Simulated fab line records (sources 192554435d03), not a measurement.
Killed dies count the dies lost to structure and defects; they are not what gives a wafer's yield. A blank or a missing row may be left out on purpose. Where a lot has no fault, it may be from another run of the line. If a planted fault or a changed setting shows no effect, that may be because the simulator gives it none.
One fault through the eyes of 3 desks -- flow n5Finfet -- what lay behind the numbers comes last; until then each desk has only its own

## THE DEFECT DESK
Per lot, the means of the sampled wafers with a number show what the inspections along the route counted. A lot is out of limits, marked OUT, if its mean lies more than 4 standard deviations from the usual mean; the brackets give that distance.
Columns: A = rawDefectCount at N5_BEOL_M3_INSPECT_13, usual 422
lot,first seen here,A
L370,day 7 13:52,323
L374,day 10 07:26,433
L379,day 10 13:24,482
L386,day 12 09:38,313
L387,day 12 12:05,483
L388,day 12 16:04,373
L390,day 13 12:41,425
This desk's finding: nothing out of limits on any of the 7 lots.

## FOR THE TOOL OWNER'S DESK: rieDiel-06
The tool's own readings at N5_BEOL_M3_ETCH_74 (etches underlayer in N2/H2, target depth 6.5 nm, time 5.2 s): means of the sampled wafers that have a number, for each lot that ran on this tool. A lot is out of limits, marked OUT, if its mean lies more than 4 standard deviations from the usual mean; the brackets give that distance.
Columns: A = drypumpMotorCurrentA at N5_BEOL_M3_ETCH_74, usual 5.6 A; B = etchRfOnTimeS at N5_BEOL_M3_ETCH_74, usual 5.14 s; C = oesProductAu at N5_BEOL_M3_ETCH_74, usual 0.68 a.u.; D = rfVppV at N5_BEOL_M3_ETCH_74, usual 525.0 V; E = showerheadPlenumPTorr at N5_BEOL_M3_ETCH_74, usual 2.58 Torr; F = throttleValvePct at N5_BEOL_M3_ETCH_74, usual 17.95 %
lot,first seen here,A,B,C,D,E,F
L370,day 7 13:55,5.6,4.98,0.71,526.5,2.60,17.82
L386,day 12 09:59,5.1,5.60,0.72,523.9,2.50,17.82
L387,day 12 12:11,5.7,5.53,0.65,524.3,2.55,17.82
L388,day 12 16:20,5.6,5.38,0.64,524.3,2.58,17.88
This desk's finding: nothing out of limits on any of the 4 lots.

## AT THE METROLOGY DESK
What the gauges read, lot by lot, whatever tool the lot ran on: means of the sampled wafers that have a number. A lot is out of limits, marked OUT, if its mean lies more than 4 standard deviations from the usual mean; the brackets give that distance. Of its 12 readings 7 are shown: those that lie furthest out on some lot.
Columns: A = DIBL_N at N5_BEOL_M4_RC_MEAS_101, usual 36.2 mV/V; B = DIBL_P at N5_BEOL_M4_RC_MEAS_101, usual 36.2 mV/V; C = IOFF_N at N5_BEOL_M4_RC_MEAS_101, usual 0.16 nA/um; D = IOFF_P at N5_BEOL_M4_RC_MEAS_101, usual 0.21 nA/um; E = SS_N at N5_BEOL_M4_RC_MEAS_101, usual 71.5 mV/dec; F = SS_P at N5_BEOL_M4_RC_MEAS_101, usual 73.1 mV/dec; G = VT_N at N5_BEOL_M4_RC_MEAS_101, usual 250 mV
lot,first seen here,A,B,C,D,E,F,G
L370,day 7 13:46,40.2,42.0,0.27,0.33,72.9,74.7,244
L374,day 10 07:21,36.3,36.4,0.15,0.19,71.2,72.9,251
L379,day 10 13:19,36.1,34.1,0.16,0.22,71.2,73.2,249
L386,day 12 09:34,36.8,36.0,0.17,0.23,71.9,73.1,250
L387,day 12 12:00,35.5,35.2,0.16,0.19,71.7,73.0,247
L388,day 12 15:59,36.2,35.8,0.15,0.20,71.8,73.0,252
L390,day 13 12:35,36.8,37.2,0.19,0.25,71.7,73.0,247
This desk's finding: nothing out of limits on any of the 7 lots.

## PUT TOGETHER
The defect desk saw nothing out of limits.
Nothing out of limits was seen by the tool owner's desk.
At the metrology desk, nothing out of limits was observed.

## WHAT THE SIMULATOR HAD INSERTED
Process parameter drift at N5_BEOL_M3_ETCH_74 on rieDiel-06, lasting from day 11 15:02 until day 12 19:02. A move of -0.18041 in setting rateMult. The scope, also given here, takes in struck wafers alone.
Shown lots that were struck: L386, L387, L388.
